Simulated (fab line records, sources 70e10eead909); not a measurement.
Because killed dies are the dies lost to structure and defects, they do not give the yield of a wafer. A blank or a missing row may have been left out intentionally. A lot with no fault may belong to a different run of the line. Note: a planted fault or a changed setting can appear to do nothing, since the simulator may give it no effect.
A lot that was struck, set against a sound lot || flow nand-harc || 15 out of 1302 route steps
Sound: wafers L485.3, L485.4, L485.5. Wafers struck: L493.1, L493.2, L493.4. Last of all comes the cause.
Order at every step that has rows: each side's tool, ch and its chambers, its first start. Under that, the readings that differ: sound wafers || struck wafers || difference of the means || sigmas: that difference in standard deviations of wafers without a fault.
alike: readings whose means differ by less than 2 such deviations, and words and numbers that are the same on both sides. not compared: withheld readings, readings that some wafer has no value for, bounds like >300 that may hide the same value, and numbers for which the record gives no deviation and whose values overlap.
A row with sigmas, a row that says differs or no value, or rows on one side alone: a step with any of these is where the two part. Numbers that don't overlap but have no deviation are shown without sigmas and don't part them. A reading that every wafer of one side lacks parts them only if that side has two wafers or more.

first, 1 step without rows for these wafers: NHARC_P_ZERO_WELL_HARDBAKE_53 (time 80 s).
NHARC_P_ZERO_WELL_DESCUM_54: chemistry O2, time 3 s.
  sound on rie-diel-13 ch 0,1, day 3 07:53; struck on rie-diel-13 ch 1,2,3, day 6 15:53
  alike: drypump-motor-current-A, o2-flow-sccm, oes-product-au, rf-vpp-V, showerhead-plenum-p-Torr, throttle-valve-pct
  not compared: rf-hours-counter-h
then, 5 steps without rows for these wafers: NHARC_P_ZERO_WELL_IMPLANT_55; NHARC_P_ZERO_WELL_IMPLANT_61; NHARC_P_ZERO_WELL_STRIP_56 (strips in SPM, time 840 s); NHARC_P_ZERO_WELL_PRECLEAN_68 (cleans in SC1, time 60 s); NHARC_P_ZERO_WELL_SRD_69.
NHARC_P_ZERO_WELL_RTA_42: time 300 s.
  sound on rtp-anneal-02 ch 0, day 3 09:19; struck on rtp-anneal-02 ch 0, day 6 17:14
  alike: lamp-power-pct, wafer_temp_C_max
NHARC_P_ZERO_WELL_INSPECT_43:
  sound: defect-inspect-01 at day 3 09:47; struck: defect-inspect-01 at day 6 17:55
  alike: raw-defect-count
then, 3 steps without rows for these wafers: NHARC_P_STI_ETCH_26 (etches SiO2 in dHF, target depth 11 nm); NHARC_P_STI_PRECLEAN_27 (cleans in SC1); NHARC_P_STI_SRD_28.
NHARC_P_STI_OXIDE_29: material SiO2, target thk 10 nm, ox time 1362 s.
  sound on furnace-06 ch 0, day 3 15:01; struck on furnace-03 ch 0, day 7 04:41
  alike: spike-tc-upper-C
then, 2 steps without rows for these wafers: NHARC_P_STI_HM_DEP_30 (deposits Si3N4, target thk 80 nm, time 873 s); NHARC_END_SORT_01.

## WHERE THEY PART
Nowhere in this record.

WHY: what the simulator had put in
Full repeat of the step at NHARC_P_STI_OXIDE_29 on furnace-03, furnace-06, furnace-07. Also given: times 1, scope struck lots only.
